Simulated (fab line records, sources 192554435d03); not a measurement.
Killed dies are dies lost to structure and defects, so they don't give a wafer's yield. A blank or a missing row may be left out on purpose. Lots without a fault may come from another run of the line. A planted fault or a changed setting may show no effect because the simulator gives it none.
fab line records | flow n5_finfet
record lots=6 wafers=18 last_day=17
route steps=1938 shown ZERO_LAYER@13 WELL_APT@20 BEOL_M4@1111 PASSIVATION@1936
lots that met no fault: from a run of the same line without faults
start_h: hours from the record's first day to the start of the lot's first wafer shown | wait_h: hours since the lot's step before | " the same as in the row above | L1.1+2: a row that stands for several wafers | - no value, or no start given | * or withheld: withheld | < > ~ a bound
route shown NAME@n: a module of which the file shows steps, and the number in the route of the first | usual: mean/standard deviation of fault-free wafers | same: alike in all rows | chamber/n: place in a boat | sites: the reading at each site | _std_site: their standard deviation | _edge_site: outer sites' mean less inner sites' | radius_mm: how far each site lies from the wafer's centre | mask NAME#n: copy n | behind: the tool/chamber that last shaped the wafer | hold: why the lot was held/for how many hours/how that ended | device: the transistor (n, p or np) that didn't switch | end of line: the same wafers' tests at the end of the route | a step without rows: its recipe alone | killed: dies lost to structure and defects at the first sort, not the wafer's yield | map: a wafer's dies, x killed, . not, _ none there
set.NAME: the setting as run; set.NAME@STEP: as run at that earlier step | model.NAME: the simulator's own value behind a step, which no gauge read
lots at some steps of the route; a table a step, a row a wafer
services: from which hour (start_h, from the record's first day; less than 0 if before it) a tool's chamber was out of use, for how many hours, and why
## steps
# step N5_ZERO_LAYER_CD_MEAS_11
# recipe target_cd_nm=2000 landing_energy_ev=500 detector=se_inlens
# usual cd_nm=2000.1/1.7
# same landing_energy_ev=500
# columns lot.wafer tool chamber start_h wait_h cd_nm
L523.3 cd_sem-02 0 24.65 - 2000.0
L523.5 " 0 " " 2001.3
L523.6 " 0 " " 1999.2
L525.1 cd_sem-02 0 36.64 - 2002.5
L525.2 " 0 " " 2001.3
L525.4 " 0 " " 1998.5
L534.1 cd_sem-03 0 90.77 - 2000.8
L534.2 " 0 " " 2002.4
L534.5 " 0 " " 2002.6
L539.1 cd_sem-01 0 120.64 - 1999.9
L539.2 " 0 " " 1998.7
L539.6 " 0 " " 1999.8
L540.1 cd_sem-03 0 126.83 - 2000.7
L540.2 " 0 " " 2000.3
L540.3 " 0 " " 2001.5
L544.1 cd_sem-03 0 150.64 - 2003.3
L544.3 " 0 " " 2000.1
L544.5 " 0 " " 2002.4
# step N5_ZERO_LAYER_DESCUM_16
# recipe chemistry=O2 time_s=7.9 source_power_w=50 bias_power_w=20 pressure_mtorr=20 rf_frequency_hz=2.712e+07 temp_c=40 o2_flow_sccm=225
# usual drypump_motor_current_A=5.6/0.36 o2_flow_sccm=224.9/0.68 oes_product_au=0.78/0.075 rf_vpp_V=243.3/1.5 showerhead_plenum_p_Torr=2.10/0.074 throttle_valve_pct=20.35/0.26
# columns lot.wafer tool chamber start_h wait_h drypump_motor_current_A o2_flow_sccm oes_product_au rf_hours_counter_h rf_vpp_V showerhead_plenum_p_Torr throttle_valve_pct
L523.3 rie_diel-05 0 24.93 0.3 5.1 225.1 0.72 185 244.4 2.17 20.66
L523.5 " 0 " " 5.1 225.7 0.73 - 245.6 2.17 20.66
L523.6 " 1 " " 5.8 225.2 0.82 - 245.5 2.19 20.07
L525.1 rie_diel-05 2 36.68 0.0 5.6 225.0 0.83 84 242.1 2.02 20.16
L525.2 " 0 " " 5.1 226.1 0.72 189 244.4 2.17 20.67
L525.4 " 1 " " 5.8 225.4 0.81 106 244.3 2.18 20.07
L534.1 rie_diel-06 2 90.93 0.2 5.9 224.6 0.72 184 241.4 2.07 20.39
L534.2 " 1 " " 6.0 225.2 0.92 26 241.2 2.04 19.92
L534.5 " 1 " " 6.0 225.9 0.91 - 242.3 2.04 19.93
L539.1 rie_diel-06 2 120.68 0.0 5.9 225.1 0.71 196 243.4 2.07 20.41
L539.2 " 1 " " 6.0 226.6 0.90 36 242.8 2.04 19.94
L539.6 " 2 " " 5.9 224.3 0.71 - 242.8 2.07 20.44
L540.1 rie_diel-06 0 127.36 0.5 5.2 225.5 0.72 168 240.4 1.99 20.45
L540.2 " 2 " " 5.9 224.0 0.71 198 241.0 2.07 20.42
L540.3 " 1 " " 6.0 224.5 0.90 38 243.3 2.04 19.94
L544.1 rie_diel-06 2 150.68 0.0 5.9 224.5 0.70 207 242.6 2.07 20.43
L544.3 " 3 " " 5.2 225.8 0.67 239 242.4 1.98 20.85
L544.5 " 0 " " 5.2 224.5 0.72 - 241.1 1.99 20.45
# step N5_ZERO_LAYER_ETCH_17
# recipe chemistry=CF4 target=SiO2 target_depth_a=120 time_s=13.3 ion_energy_ev=350 pressure_mtorr=40 source_w=450 bias_w=215 Ar_flow_sccm=100 cf4_flow_sccm=100
# usual cf4_flow_sccm=100.0/0.3 drypump_motor_current_A=5.6/0.36 oes_product_au=0.78/0.077 rf_vpp_V=949/4.3 showerhead_plenum_p_Torr=2.15/0.065 throttle_valve_pct=15.65/0.25
# columns lot.wafer tool chamber start_h wait_h cf4_flow_sccm drypump_motor_current_A oes_product_au rf_hours_counter_h rf_vpp_V showerhead_plenum_p_Torr throttle_valve_pct
L523.3 rie_diel-05 0 24.96 0.0 100.2 5.1 0.73 185 953 2.22 15.92
L523.5 " 0 " " 100.0 5.1 0.71 - 953 2.22 15.91
L523.6 " 1 " " 99.8 5.7 0.83 - 955 2.24 15.33
L525.1 rie_diel-05 2 36.71 0.0 99.5 5.6 0.83 84 945 2.09 15.53
L525.2 " 0 " " 100.0 5.1 0.72 189 953 2.22 15.92
L525.4 " 1 " " 99.3 5.8 0.83 106 955 2.24 15.32
L534.1 rie_diel-06 2 90.99 0.0 99.7 5.9 0.73 184 948 2.14 15.77
L534.2 " 1 " " 100.0 6.0 0.93 26 947 2.10 15.22
L534.5 " 1 " " 100.3 6.0 0.94 - 945 2.10 15.21
L539.1 rie_diel-06 2 120.71 0.0 99.9 5.9 0.71 196 949 2.13 15.78
L539.2 " 1 " " 100.2 6.0 0.91 36 945 2.10 15.23
L539.6 " 2 " " 99.6 5.9 0.72 - 947 2.13 15.78
L540.1 rie_diel-06 0 127.40 0.0 100.0 5.1 0.73 168 944 2.05 15.80
L540.2 " 2 " " 99.9 5.9 0.71 198 948 2.13 15.79
L540.3 " 1 " " 99.8 6.0 0.90 38 946 2.10 15.24
L544.1 rie_diel-06 2 150.71 0.0 99.8 5.9 0.70 207 947 2.13 15.79
L544.3 " 3 " " 100.2 5.3 0.68 239 941 2.04 16.15
L544.5 " 0 " " 99.7 5.1 0.72 - 943 2.05 15.80
# step N5_ZERO_LAYER_ETCH_18
# recipe chemistry=HBr/Cl2 target=Si target_depth_a=1200 time_s=40 pressure_mtorr=10 icp_w=800 bias_w=75 HBr_flow_sccm=150 Cl2_flow_sccm=80
# usual HBr_flow_sccm=150.0/0.46 drypump_motor_current_A=5.6/0.5 he_backside_leak_sccm=2.6/0.33 oes_product_au=0.996/0.018 throttle_valve_pct=36.28/0.25
# columns lot.wafer tool chamber start_h wait_h HBr_flow_sccm drypump_motor_current_A he_backside_leak_sccm oes_product_au rf_hours_counter_h throttle_valve_pct
L523.3 rie_si-03 3 25.04 0.0 150.9 5.7 3.2 1.014 138 36.09
L523.5 " 3 " " 149.7 5.7 3.3 1.021 - 36.10
L523.6 " 0 " " 150.8 5.3 2.7 1.019 - 36.42
L525.1 rie_si-01 3 36.79 0.0 150.2 6.2 2.7 0.990 0 35.93
L525.2 " 2 " " 149.6 6.0 2.5 1.005 28 36.11
L525.4 " 0 " " 149.1 5.9 2.7 0.984 3 36.90
L534.1 rie_si-01 2 91.08 0.1 149.8 6.0 2.6 1.004 29 36.08
L534.2 " 1 " " 149.7 6.2 2.3 0.985 133 36.72
L534.5 " 0 " " 149.5 5.9 2.6 0.986 - 36.92
L539.1 rie_si-02 3 120.79 0.0 150.4 6.8 2.4 1.002 73 36.21
L539.2 " 0 " " 150.0 5.4 2.8 1.026 84 36.10
L539.6 " 1 " " 150.4 4.9 2.2 0.973 - 36.59
L540.1 rie_si-03 0 127.47 0.0 150.4 5.3 2.6 1.020 188 36.41
L540.2 " 1 " " 149.9 5.7 2.8 0.982 31 36.40
L540.3 " 2 " " 149.8 5.1 2.5 0.973 91 36.01
L544.1 rie_si-02 0 150.79 0.0 150.2 5.4 2.8 1.020 84 36.09
L544.3 " 1 " " 150.6 4.9 2.3 0.977 38 36.59
L544.5 " 3 " " 150.5 6.8 2.5 0.991 - 36.18
# step N5_ZERO_LAYER_STRIP_24
# recipe chemistry=O2 power_w=1000 temp_c=250 overash_fraction=0.3 pressure_mtorr=1000 o2_flow_sccm=6750
# usual drypump_motor_current_A=5.7/0.7 heater_power_w=308/23 o2_flow_sccm=6748/19 oes_product_au=0.646/0.004 strip_time_to_endpoint_s=43.85/0.11
# columns lot.wafer tool chamber start_h wait_h drypump_motor_current_A heater_power_w o2_flow_sccm oes_product_au rf_hours_counter_h strip_time_to_endpoint_s
L523.3 plasma_asher-02 1 25.16 0.1 6.4 316 6772 0.641 - 43.77
L523.5 " 1 " " 6.4 305 6747 0.647 - 43.74
L523.6 " 0 " " 4.9 286 6757 0.642 - 43.78
L525.1 plasma_asher-02 1 36.89 0.1 6.5 301 6734 0.647 66 43.91
L525.2 " 0 " " 4.9 269 6729 0.644 66 43.85
L525.4 " 1 " " 6.5 307 6756 0.640 - 43.89
L534.1 plasma_asher-01 0 91.19 0.1 5.2 311 6773 0.652 40 43.73
L534.2 " 1 " " 6.3 341 6758 0.645 40 43.86
L534.5 " 0 " " 5.2 308 6780 0.647 - 43.81
L539.1 plasma_asher-02 0 120.89 0.1 4.9 283 6761 0.643 82 43.97
L539.2 " 1 " " 6.4 316 6768 0.649 82 43.87
L539.6 " 0 " " 4.9 279 6759 0.648 - 43.92
L540.1 plasma_asher-01 0 127.57 0.1 5.2 314 6758 0.647 49 43.96
L540.2 " 1 " " 6.3 346 6744 0.649 49 43.97
L540.3 " 0 " " 5.2 316 6721 0.648 - 43.91
L544.1 plasma_asher-02 1 150.89 0.1 6.4 314 6739 0.646 88 43.91
L544.3 " 1 " " 6.4 306 6726 0.642 - 43.86
L544.5 " 0 " " 4.8 277 6727 0.643 - 43.93
# step N5_ZERO_LAYER_STRIP_19
# recipe chemistry=SPM time_s=900 temp_c=130 h2so4_h2o2_vol_ratio=4 dry=ipa_marangoni
# step N5_ZERO_LAYER_INSPECT_20
# recipe inspect_instrument=darkfield mode=post_clean
# usual raw_defect_count=40/20
# columns lot.wafer tool chamber start_h wait_h raw_defect_count
L523.3 defect_inspect-02 - 25.51 0.0 36
L523.5 " - " " 35
L523.6 " - " " 20
L525.1 defect_inspect-01 - 37.25 0.0 54
L525.2 " - " " 97
L525.4 " - " " 89
L534.1 defect_inspect-02 - 91.55 0.0 30
L534.2 " - " " 33
L534.5 " - " " 24
L539.1 defect_inspect-01 - 121.25 0.0 33
L539.2 " - " " 36
L539.6 " - " " 23
L540.1 defect_inspect-02 - 127.94 0.0 37
L540.2 " - " " 58
L540.3 " - " " 19
L544.1 defect_inspect-01 - 151.25 0.0 70
L544.3 " - " " 72
L544.5 " - " " 83
# step N5_WELL_APT_HMDS_01
# recipe time_s=60 temp_c=120
# step N5_WELL_APT_COAT_02
# recipe spin_rpm=1357 resist_thk_nm=950
# step N5_WELL_APT_EBR_04
# recipe solvent=PGMEA ebr_width_mm=1.5
# step N5_WELL_APT_SOFTBAKE_03
# recipe temp_c=130 time_s=60
# step N5_WELL_APT_EXPOSE_05
# recipe mask_id=NWELL na=0.8 source_shape=conventional sigma_outer=0.8 polarization=unpolarized defocus_nm=0 target_cd_nm=200 dose_mj=20.3
# step N5_WELL_APT_PEB_06
# recipe peb_temp_c=130 peb_time_s=90
# usual heater_power_total_W=172.4/0.83 plate_temp_C=129.99/0.16
# columns lot.wafer tool chamber start_h wait_h heater_power_total_W plate_temp_C
L523.3 litho_track-05 0 25.82 0.0 170.8 129.91
L523.5 " 0 " " 173.7 129.95
L523.6 " 0 " " 173.8 130.22
L525.1 litho_track-01 0 37.46 0.1 170.9 129.96
L525.2 " 0 " " 173.7 130.03
L525.4 " 0 " " 172.9 130.03
L534.1 litho_track-04 0 91.74 0.1 172.7 129.96
L534.2 " 0 " " 173.1 129.97
L534.5 " 0 " " 172.3 130.12
L539.1 litho_track-01 0 121.44 0.1 168.7 127.31
L539.2 " 0 " " 166.3 127.49
L539.6 " 0 " " 167.3 127.28
L540.1 litho_track-01 0 128.25 0.1 167.9 127.28
L540.2 " 0 " " 166.9 127.37
L540.3 " 0 " " 166.5 127.35
L544.1 litho_track-04 0 151.44 0.1 172.8 130.19
L544.3 " 0 " " 171.5 130.03
L544.5 " 0 " " 171.0 130.00
# step N5_WELL_APT_DEVELOP_07
# recipe develop_time_s=45 rinse_liquid=surfactant_rinse dry=air_spin dev_temp_c=21
# step N5_WELL_APT_HARDBAKE_12
# recipe temp_c=130 time_s=120
# step N5_WELL_APT_CD_MEAS_08
# recipe target_cd_nm=200 landing_energy_ev=500 detector=se_inlens
# usual cd_nm=199.0/2.4
# same landing_energy_ev=500
# columns lot.wafer tool chamber start_h wait_h cd_nm
L523.3 cd_sem-02 0 25.94 - 198.8
L523.5 " 0 " " 200.5
L523.6 " 0 " " 200.3
L525.1 cd_sem-02 0 37.57 - 197.2
L525.2 " 0 " " 197.1
L525.4 " 0 " " 197.4
L534.1 cd_sem-02 0 91.85 - 200.4
L534.2 " 0 " " 202.8
L534.5 " 0 " " 199.5
L539.1 cd_sem-02 0 121.56 - 182.6
L539.2 " 0 " " 183.6
L539.6 " 0 " " 183.0
L540.1 cd_sem-01 0 128.36 - 183.9
L540.2 " 0 " " 182.4
L540.3 " 0 " " 184.1
L544.1 cd_sem-01 0 151.56 - 199.3
L544.3 " 0 " " 199.1
L544.5 " 0 " " 200.4
# step N5_WELL_APT_OVL_MEAS_09
# recipe points_per_wafer=44
# usual NWELL_OVL=3/5.9
# columns lot.wafer tool chamber start_h wait_h NWELL_OVL[nm]
L523.3 overlay-02 0 25.96 0.0 3
L523.5 " 0 " " 6
L523.6 " 0 " " -4
L525.1 overlay-02 0 37.60 0.0 4
L525.2 " 0 " " 7
L525.4 " 0 " " 8
L534.1 overlay-02 0 91.88 0.0 20
L534.2 " 0 " " 10
L534.5 " 0 " " 11
L539.1 overlay-01 0 121.59 0.0 6
L539.2 " 0 " " 0
L539.6 " 0 " " -1
L540.1 overlay-01 0 128.39 0.0 9
L540.2 " 0 " " 11
L540.3 " 0 " " 3
L544.1 overlay-02 0 151.59 0.0 -3
L544.3 " 0 " " -4
L544.5 " 0 " " -3
# step N5_WELL_APT_INSPECT_10
# recipe mode=adi inspect_instrument=macro
# usual raw_defect_count=1.9/1.4
# columns lot.wafer tool chamber start_h wait_h raw_defect_count
L523.3 defect_inspect-02 - 25.99 0.0 1
L523.5 " - " " 3
L523.6 " - " " 2
L525.1 defect_inspect-02 - 37.63 0.0 4
L525.2 " - " " 3
L525.4 " - " " 4
L534.1 defect_inspect-01 - 91.91 0.0 1
L534.2 " - " " 5
L534.5 " - " " 4
L539.1 defect_inspect-02 - 121.61 0.0 2
L539.2 " - " " 1
L539.6 " - " " 2
L540.1 defect_inspect-01 - 128.42 0.0 4
L540.2 " - " " 2
L540.3 " - " " 2
L544.1 defect_inspect-02 - 151.61 0.0 1
L544.3 " - " " 3
L544.5 " - " " 1
# step N5_WELL_APT_DESCUM_13
# recipe chemistry=O2 time_s=7.9 source_power_w=50 bias_power_w=20 pressure_mtorr=20 rf_frequency_hz=2.712e+07 temp_c=40 o2_flow_sccm=225
# usual drypump_motor_current_A=5.5/0.52 o2_flow_sccm=225.0/0.71 oes_product_au=0.78/0.078 rf_vpp_V=243.0/1.3 showerhead_plenum_p_Torr=2.09/0.077 throttle_valve_pct=20.43/0.2
# columns lot.wafer tool chamber start_h wait_h drypump_motor_current_A o2_flow_sccm oes_product_au rf_hours_counter_h rf_vpp_V showerhead_plenum_p_Torr throttle_valve_pct model.WELL_APT.cd_nm
L523.3 rie_diel-04 1 26.02 0.0 6.2 224.9 0.76 127 242.7 2.10 20.48 199.2
L523.5 " 0 " " 5.5 225.2 0.72 - 243.3 2.16 20.37 200.2
L523.6 " 3 " " 5.4 225.6 0.71 - 244.9 2.16 20.39 200.7
L525.1 rie_diel-03 3 37.75 0.1 4.8 225.7 0.82 66 242.7 2.14 20.63 197.1
L525.2 " 2 " " 6.2 225.4 0.77 122 244.0 2.09 20.33 197.6
L525.4 " 1 " " 6.3 225.3 0.79 - 243.0 2.02 20.14 197.7
L534.1 rie_diel-01 3 91.94 0.0 5.9 224.4 0.80 95 242.5 2.12 20.56 200.3
L534.2 " 0 " " 5.7 224.6 0.86 57 242.0 2.04 20.17 202.9
L534.5 " 1 " " 5.1 224.8 0.73 - 242.5 1.99 20.50 199.3
L539.1 rie_diel-03 2 121.72 0.1 6.2 224.0 0.75 159 242.0 2.08 20.37 182.6
L539.2 " 0 " " 5.1 225.2 0.93 31 245.2 2.23 20.26 183.5
L539.6 " 3 " " 4.8 225.0 0.78 - 241.6 2.13 20.67 182.8
L540.1 rie_diel-03 3 128.45 0.0 4.8 225.7 0.78 101 243.4 2.13 20.68 183.6
L540.2 " 2 " " 6.2 225.2 0.75 162 243.3 2.08 20.37 182.4
L540.3 " 1 " " 6.4 225.2 0.75 160 242.2 2.00 20.22 184.2
L544.1 rie_diel-03 0 151.64 0.0 5.1 224.2 0.89 43 244.9 2.23 20.28 199.3
L544.3 " 3 " " 4.8 224.5 0.78 106 243.1 2.13 20.68 199.3
L544.5 " 3 " " 4.8 225.2 0.78 - 243.0 2.13 20.69 200
# step N5_WELL_APT_IMPLANT_14
# recipe species=P energy_kev=160 dose_cm2=1.5e+13 tilt_deg=0 rotation_deg=0
# step N5_BEOL_M4_RC_MEAS_101
# usual DIBL_N=36.4/1.6 DIBL_P=35.9/2 IOFF_N=0.152/0.03 IOFF_P=0.20/0.032 ION_N=670/12 ION_P=459/7.3 SS_N=71.6/0.55 SS_P=73.2/0.69 VT_N=251/3.5 VT_P=-252/3.2
# columns lot.wafer tool chamber start_h wait_h DIBL_N[mV/V] DIBL_P[mV/V] IOFF_N[nA/um] IOFF_P[nA/um] ION_N[uA/um] ION_P[uA/um] SS_N[mV/dec] SS_P[mV/dec] VT_N[mV] VT_P[mV]
L523.3 prober-02 0 173.61 0.3 35.7 33.3 0.134 0.18 670 456 70.8 72.0 252 -249
L523.5 " 0 " " 39.9 37.9 0.225 0.25 694 467 72.3 73.2 243 -247
L523.6 " 0 " " 39.4 38.4 0.197 0.26 687 469 71.3 74.3 246 -248
L525.1 prober-01 0 197.22 0.0 36.4 36.4 0.154 0.19 663 452 71.6 73.3 251 -251
L525.2 " 0 " " 36.9 37.5 0.164 0.20 675 461 72.2 73.2 249 -252
L525.4 " 0 " " 36.3 35.9 0.144 0.18 674 456 71.9 72.7 254 -253
L534.1 prober-01 0 241.53 0.0 35.8 35.2 0.130 0.18 666 453 71.1 73.6 253 -253
L534.2 " 0 " " 36.2 35.3 0.146 0.19 666 458 72.4 73.7 251 -251
L534.5 " 0 " " 35.9 35.9 0.143 0.19 677 466 71.9 73.7 251 -251
L540.1 prober-01 0 285.05 0.0 36.0 36.5 0.160 0.20 670 463 71.7 72.9 249 -250
L540.2 " 0 " " 39.9 40.5 0.245 0.26 687 461 72.9 73.9 245 -248
L540.3 " 0 " " 35.9 37.1 0.158 0.21 667 463 71.7 74.1 251 -249
L539.1 prober-02 0 286.41 0.0 35.7 35.1 0.126 0.18 650 452 71.7 72.9 257 -253
L539.2 " 0 " " 35.8 36.5 0.123 0.19 648 457 71.8 73.1 256 -251
L539.6 " 0 " " 34.3 33.4 0.102 0.14 638 442 71.0 72.7 260 -257
L544.1 prober-01 0 306.70 0.0 35.0 33.3 0.119 0.14 655 450 71.1 72.2 257 -258
L544.3 " 0 " " 37.4 35.5 0.156 0.16 660 445 72.7 73.2 252 -255
L544.5 " 0 " " 35.5 33.6 0.127 0.14 657 446 71.2 72.7 254 -260
# step N5_PASSIVATION_PROBE_49
# usual defect_limited_yield=91.7/1.2 killed_at_M0_to_M3=33/9.5 killed_at_M4_up=13/4.9 killed_at_contacts=13/6.6 killed_at_front_end=36/11 killed_at_other=3.0/2.6 killed_dies=97/14 killed_open=65/11 killed_short=31/6.6 sort_bin_5_function=4.8/0.82 sort_bin_6_memory=3.1/0.58 sort_bin_8_speed=0.00/0.02 sort_n_pass=1083/14 sort_yield_pct=91.7/1.2
# same gross_dies=1180 killed_at_back_side=0 sort_bin_4_leakage[%]=0
# columns lot.wafer tool chamber start_h wait_h defect_limited_yield[%] killed_at_M0_to_M3 killed_at_M4_up killed_at_contacts killed_at_front_end killed_at_other killed_dies killed_open killed_short sort_bin_5_function[%] sort_bin_6_memory[%] sort_bin_8_speed[%] sort_n_pass sort_yield_pct[%]
L523.3 prober-01 - 279.74 0.1 91.9 45 14 11 23 3 96 53 41 5.3 2.6 0 1084 91.9
L523.5 prober-01 - 279.84 0.2 90.8 51 5 8 41 3 108 64 40 4.8 3.9 0 1072 90.8
L523.6 prober-01 - 279.89 0.3 89.9 45 23 9 37 5 119 86 30 6.4 3.5 0 1061 89.9
L534.1 prober-02 - 345.11 0.0 93.2 30 7 10 28 5 80 61 17 3.6 2.9 0 1100 93.2
L534.2 prober-02 - 345.16 0.1 91.3 34 10 28 27 4 103 68 33 5.5 3.1 0 1077 91.3
L539.1 prober-01 - 391.98 0.0 91.9 22 17 14 37 5 95 67 28 5.0 2.8 0 1085 91.9
L539.2 prober-01 - 392.03 0.1 92.7 22 11 12 39 2 86 46 34 3.9 3.1 0 1094 92.7
L539.6 prober-01 - 392.23 0.3 91.2 40 11 10 42 1 104 68 31 5.5 3.1 0.17 1074 91.0
L540.1 prober-01 - 404.64 0.0 92.5 22 9 14 40 3 88 54 32 4.1 3.3 0 1092 92.5
L540.2 prober-01 - 404.69 0.1 92.5 28 7 13 39 1 88 61 24 3.8 3.5 0 1092 92.5
L540.3 prober-01 - 404.74 0.1 90.8 52 11 8 32 5 108 72 35 5.9 3.1 0 1072 90.8
L544.1 prober-02 - 414.33 0.0 91.2 32 12 16 40 4 104 71 33 5.8 2.8 0 1076 91.2
L544.3 prober-02 - 414.43 0.1 91.6 35 14 5 44 1 99 66 32 5.2 3.2 0 1081 91.6
L544.5 prober-02 - 414.53 0.2 90.7 39 8 18 44 1 110 79 30 6.0 2.9 0 1070 90.7
# killed by level:class
L523.3 BEOL_M0_SAQP:geometric_particle:short=11 BEOL_M0_SAQP:geometric_particle:open=11 BEOL_M2:geometric_particle:open=11 MOL_CONTACT_COAG:geometric_particle:open=9 STARTING-WAFER:geometric_particle:short=5 STI_FIN_REVEAL:geometric_particle:open=4 GATE_CUT:geometric_particle:short=4 BEOL_M0:geometric_particle:short=4
L523.5 BEOL_M0_SAQP:geometric_particle:short=15 BEOL_M3:geometric_particle:open=11 BEOL_M0_SAQP:geometric_particle:open=10 FIN_SAQP:geometric_particle:open=9 GATE_CUT:geometric_particle:short=8 DUMMY_GATE:geometric_particle:open=7 MOL_CONTACT_COAG:geometric_particle:open=7 FIN_SAQP:geometric_particle:short=4
L523.6 BEOL_M3:geometric_particle:open=14 BEOL_M4:geometric_particle:open=12 BEOL_M0_SAQP:geometric_particle:open=11 STI_FIN_REVEAL:geometric_particle:open=10 FIN_SAQP:geometric_particle:open=8 MOL_CONTACT_COAG:geometric_particle:open=8 BEOL_M0_SAQP:geometric_particle:short=7 BEOL_M1:geometric_particle:open=6
L534.1 STI_FIN_REVEAL:geometric_particle:open=12 MOL_CONTACT_COAG:geometric_particle:open=10 BEOL_M0_SAQP:geometric_particle:open=7 BEOL_M2:geometric_particle:open=7 BEOL_M0_SAQP:geometric_particle:short=5 BEOL_M1:geometric_particle:open=5 BEOL_M0:geometric_particle:open=4 GATE_CUT:geometric_particle:short=3
L534.2 MOL_CONTACT_COAG:geometric_particle:open=21 BEOL_M0_SAQP:geometric_particle:open=13 STI_FIN_REVEAL:geometric_particle:open=10 BEOL_M0_SAQP:geometric_particle:short=8 MOL_CONTACT_COAG:geometric_particle:short=7 FIN_SAQP:geometric_particle:short=4 BEOL_M2:geometric_particle:open=4 PASS1_CAP:geometric_particle:short=4
L539.1 STI_FIN_REVEAL:geometric_particle:open=11 BEOL_M4:geometric_particle:open=10 MOL_CONTACT_COAG:geometric_particle:short=7 MOL_CONTACT_COAG:geometric_particle:open=7 BEOL_M2:geometric_particle:open=5 DUMMY_GATE:geometric_particle:open=4 BEOL_M0_SAQP:geometric_particle:short=4 BEOL_M0:geometric_particle:open=4
L539.2 BEOL_M0_SAQP:geometric_particle:short=11 MOL_CONTACT_COAG:geometric_particle:open=10 GATE_CUT:geometric_particle:open=6 FIN_SAQP:geometric_particle:short=5 GATE_CUT:geometric_particle:short=4 BEOL_M0_SAQP:geometric_particle:open=4 BEOL_M4:geometric_particle:open=4 FIN_SAQP:geometric_particle:open=3
L539.6 BEOL_M0_SAQP:geometric_particle:short=13 BEOL_M0_SAQP:geometric_particle:open=9 MOL_CONTACT_COAG:geometric_particle:open=8 BEOL_M2:geometric_particle:open=8 STI_FIN_REVEAL:geometric_particle:open=7 DUMMY_GATE:geometric_particle:open=7 FIN_SAQP:geometric_particle:open=6 BEOL_M0:geometric_particle:open=6
L540.1 MOL_CONTACT_COAG:geometric_particle:open=11 FIN_SAQP:geometric_particle:short=10 DUMMY_GATE:geometric_particle:open=7 BEOL_M2:geometric_particle:open=7 STARTING-WAFER:geometric_particle:open=5 GATE_CUT:geometric_particle:short=4 BEOL_M0:geometric_particle:open=4 BEOL_M3:geometric_particle:open=4
L540.2 MOL_CONTACT_COAG:geometric_particle:open=12 DUMMY_GATE:geometric_particle:open=11 BEOL_M2:geometric_particle:open=6 BEOL_M4:geometric_particle:open=5 BEOL_M0_SAQP:geometric_particle:short=5 BEOL_M1:geometric_particle:open=5 BEOL_M3:geometric_particle:open=5 STI_FIN_REVEAL:geometric_particle:open=4
L540.3 BEOL_M0_SAQP:geometric_particle:open=14 BEOL_M3:geometric_particle:open=12 DUMMY_GATE:geometric_particle:open=9 MOL_CONTACT_COAG:geometric_particle:open=6 BEOL_M0_SAQP:geometric_particle:short=6 BEOL_M2:geometric_particle:open=5 BEOL_M4:geometric_particle:open=5 FIN_SAQP:geometric_particle:open=4
L544.1 MOL_CONTACT_COAG:geometric_particle:open=13 STI_FIN_REVEAL:geometric_particle:open=10 FIN_SAQP:geometric_particle:short=8 BEOL_M1:geometric_particle:open=7 BEOL_M4:geometric_particle:open=7 BEOL_M0_SAQP:geometric_particle:short=5 BEOL_M2:geometric_particle:open=5 STARTING-WAFER:geometric_particle:open=5
L544.3 STI_FIN_REVEAL:geometric_particle:open=10 DUMMY_GATE:geometric_particle:open=10 BEOL_M2:geometric_particle:open=7 BEOL_M4:geometric_particle:open=7 STARTING-WAFER:geometric_particle:short=6 BEOL_M1:geometric_particle:open=6 FIN_SAQP:geometric_particle:open=5 BEOL_M0:geometric_particle:open=5
L544.5 MOL_CONTACT_COAG:geometric_particle:open=17 BEOL_M2:geometric_particle:open=16 DUMMY_GATE:geometric_particle:open=11 STI_FIN_REVEAL:geometric_particle:open=7 BEOL_M0_SAQP:geometric_particle:short=7 FIN_SAQP:geometric_particle:short=5 BEOL_M1:geometric_particle:open=5 BEOL_M3:geometric_particle:open=5
## services
# columns tool chamber start_h hours kind
rie_diel-06 1 7.00 - clean
rie_diel-06 1 7.00 - consumable_replace:focus_ring
rie_diel-06 1 7.00 15.2 scheduled_down
rie_diel-06 1 7.00 15.2 vent_cycle
rie_diel-06 0 9.40 4.7 repair
rie_diel-04 2 9.80 23.6 repair
rie_si-02 0 20.71 8.1 repair
rie_diel-03 3 38.56 4.1 repair
rie_diel-01 - 42.21 28.1 pm
rie_diel-06 3 47.88 80.0 repair
rie_diel-05 - 57.51 2.8 pm
rie_diel-05 2 66.22 4.1 repair
rie_diel-05 3 69.08 10.3 repair
rie_diel-01 2 72.79 5.0 repair
rie_diel-04 0 78.53 5.9 repair
plasma_asher-01 - 84.24 1.7 repair
rie_diel-06 0 86.29 11.1 repair
rie_si-03 3 91.99 4.0 repair
plasma_asher-02 - 95.24 4.0 repair
rie_si-02 - 95.70 0.5 repair
rie_diel-01 0 95.75 14.8 repair
plasma_asher-02 - 103.15 1.8 repair
rie_diel-06 1 112.38 4.0 repair
rie_diel-03 3 138.36 7.2 repair
## key
first_sign step=N5_WELL_APT_PEB_06 reading=plate_temp_C direction=down sigmas=17 usual=* struck=*
effect step=N5_WELL_APT_PEB_06 reading=heater_power_total_W direction=down sigmas=6.2 usual=* struck=*
effect step=N5_WELL_APT_CD_MEAS_08 reading=cd_nm direction=down sigmas=6.7 usual=199.0 struck=183.2
model_effect step=N5_WELL_APT_DESCUM_13 value=WELL_APT.cd_nm without=197.1 struck=183.2
met_at N5_WELL_APT_PEB_06
struck_wafers L539.1,L539.2,L539.6,L540.1,L540.2,L540.3
onset_between 37.46 121.44
fault kind=process_parameter_drift tool=litho_track-01 chamber=- onset_h=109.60 steps=N5_WELL_APT_PEB_06 channel=peb_temp_c offset=* shape=step end_h=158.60 acts_in=* stated=*
